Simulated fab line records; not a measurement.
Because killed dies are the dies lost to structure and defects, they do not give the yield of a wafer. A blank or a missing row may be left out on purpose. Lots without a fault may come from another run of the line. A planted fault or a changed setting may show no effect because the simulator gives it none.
Code-filled problem report in 8D (eight disciplines) form / flow n5_finfet / the parts of the form that need people (team, actions taken, sign-off) are left out

1. WHAT IS WRONG
Wafers without a fault read 16, standard deviation 6; killed_at_M4_up at N5_PASSIVATION_PROBE_49 reads a mean of 263 on 9 wafers belonging to 3 lots. Measured from the usual mean, that is +41 standard deviations.
First seen on wafer L318.2, day 16 16:58, on prober-02. At this step, 14 wafers from 5 lots have a number in the record. Rule for "out", or "out of limits": more than 4 standard deviations from the usual mean. All remaining wafers that have a number are taken as sound.

2. WHAT IT IS, AND WHAT IT ISN'T
question=which readings at this step | is=killed_at_M4_up, defect_limited_yield, killed_dies, killed_on_rim, sort_bin_5_function, sort_bin_6_memory, sort_n_pass, sort_yield_pct | is not=killed_at_contacts, killed_at_front_end, killed_at_other, killed_short, sort_bin_8_speed
question=which lots | is=L318, L320, L322 | is not=L308, L325
question=which wafers of those lots | is=all that have a number | is not=-
question=read on which tools | is=prober-01, prober-02 | is not=-
question=when | is=from day 16 16:58 | is not=up to then (3 sound wafers); but 2 sound wafers of L325 came after

3. SUSPECTS, AND WHAT RULES EACH OUT
Counting: any tool at a process step up to the reading is kept as a suspect provided that every lot that is out went through it and no sound lot did after the first of them.
- ecd_cu-01 at N5_BEOL_M6_ECD_50 (material Cu, target thk 300 nm): kept. Every lot that is out went through it, starting with L318 (day 13 07:56), and after that it ran no sound lot; the last sound lot it ran before then is L308 (day 9 06:29).
Remaining after the count: ecd_cu-01 at N5_BEOL_M6_ECD_50.

4. THE CAUSE (what the simulator had put in)
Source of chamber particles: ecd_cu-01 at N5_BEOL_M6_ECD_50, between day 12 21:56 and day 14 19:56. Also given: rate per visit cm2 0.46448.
This tool alone remained once counting was done.

5. SEQUENCE OF EFFECTS, ordered by route
Each row: a reading whose mean over the struck wafers that have a number lies more than 3 standard deviations from the usual. Scope: only readings with a usual standard deviation given in the record; hours: median across lots of the time from each lot's start at the first step in this table that gives one to its start at this step; sigmas: change in usual standard deviations.
hours=0; step=N5_PASSIVATION_PROBE_49; reading=defect_limited_yield; usual=91.1 %; on struck wafers=71.0; change=-20.1; sigmas=-15
hours=0; step=N5_PASSIVATION_PROBE_49; reading=killed_at_M4_up; usual=16; on struck wafers=263; change=+247; sigmas=+41
hours=0; step=N5_PASSIVATION_PROBE_49; reading=killed_dies; usual=104; on struck wafers=342; change=+238; sigmas=+15
hours=0; step=N5_PASSIVATION_PROBE_49; reading=killed_on_rim; usual=14; on struck wafers=42; change=+28; sigmas=+7.0
hours=0; step=N5_PASSIVATION_PROBE_49; reading=sort_bin_5_function; usual=5.1 %; on struck wafers=17.5; change=+12.4; sigmas=+15
hours=0; step=N5_PASSIVATION_PROBE_49; reading=sort_bin_6_memory; usual=3.3 %; on struck wafers=9.9; change=+6.6; sigmas=+10
hours=0; step=N5_PASSIVATION_PROBE_49; reading=sort_n_pass; usual=1075; on struck wafers=838; change=-237; sigmas=-15
hours=0; step=N5_PASSIVATION_PROBE_49; reading=sort_yield_pct; usual=91.1 %; on struck wafers=71.0; change=-20.1; sigmas=-14
The process steps in it:
- N5_PASSIVATION_PROBE_49

6. WHAT WOULD HAVE CAUGHT IT SOONER
In this record no reading fell out of limits until day 16 16:58, 91 hours after the fault had begun at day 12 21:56.
By day 16 16:58, every lot that is out (3) had started N5_BEOL_M6_ECD_50 on ecd_cu-01. A hold on the tool at that time would have spared none of them.
